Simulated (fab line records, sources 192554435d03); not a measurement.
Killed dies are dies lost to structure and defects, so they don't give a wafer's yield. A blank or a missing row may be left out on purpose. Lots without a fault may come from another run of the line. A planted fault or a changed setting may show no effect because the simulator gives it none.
Chamber matching | flow n5_finfet | N5_HKMG_FIN_STRIP_57 on rie_diel-04: 3 sister chambers
The step strips in CF4. 16 wafers are shown with their chamber, then 4 later ones without.

WAFERS WITH THEIR CHAMBER
wafer  | chamber | showerhead_plenum_p_Torr (Torr) | oes_product_au (a.u.) | throttle_valve_pct (%)
L082.1 | 0       | 1.79                            | 0.74                  | 13.86
L082.3 | 2       | 1.73                            | 0.71                  | 13.81
L082.4 | 0       | 1.79                            | 0.74                  | 13.88
L084.1 | 0       | 1.79                            | 0.73                  | 13.90
L084.3 | 2       | 1.72                            | 0.70                  | 13.83
L084.4 | 3       | 1.87                            | 0.76                  | 13.84
L085.2 | 0       | 1.79                            | 0.72                  | 13.89
L085.4 | 0       | 1.79                            | 0.72                  | 13.92
L085.5 | 2       | 1.72                            | 0.70                  | 13.83
L088.1 | 0       | 1.79                            | 0.72                  | 13.91
L088.3 | 2       | 1.72                            | 0.69                  | 13.84
L088.4 | 3       | 1.87                            | 0.75                  | 13.84
L089.1 | 0       | 1.79                            | 0.72                  | 13.91
L089.3 | 3       | 1.87                            | 0.75                  | 13.86
L089.6 | 3       | 1.87                            | 0.76                  | 13.86
L095.1 | 3       | 1.87                            | 0.75                  | 13.89

SIGNATURES (means of the wafers above)
reading                  | chamber 0 | chamber 2 | chamber 3 | scatter within a chamber
showerhead_plenum_p_Torr | 1.7900    | 1.7225    | 1.8700    | 0.0024
oes_product_au           | 0.7271    | 0.7000    | 0.7540    | 0.00815
throttle_valve_pct       | 13.8957   | 13.8275   | 13.8580   | 0.0191
Rule: a wafer's distance from a chamber is the root of the sum, over the readings, of the square of ((its reading less the chamber's mean) divided by the reading's scatter). The wafer belongs to the nearest chamber; if the next one is less than 2 further off, it can't be placed. The scatter: the root of (the sum of the squares of (reading less its chamber's mean) over the shown wafers, divided by (wafers less chambers)).

WAFERS WITHOUT THEIR CHAMBER
wafer  | showerhead_plenum_p_Torr (Torr) | oes_product_au (a.u.) | throttle_valve_pct (%)
L095.2 | 1.78                            | 0.71                  | 13.95
L096.1 | 1.78                            | 0.72                  | 13.96
L096.6 | 1.78                            | 0.71                  | 13.95
L097.3 | 1.87                            | 0.74                  | 13.89

WHICH CHAMBER EACH WENT THROUGH
wafer  | from the rows above | in truth
L095.2 | 0                   | 0
L096.1 | 0                   | 0
L096.6 | 0                   | 0
L097.3 | 3                   | 3
Placed correctly: 4 of 4. Can't be placed from these rows: 0. Placed wrongly: 0.
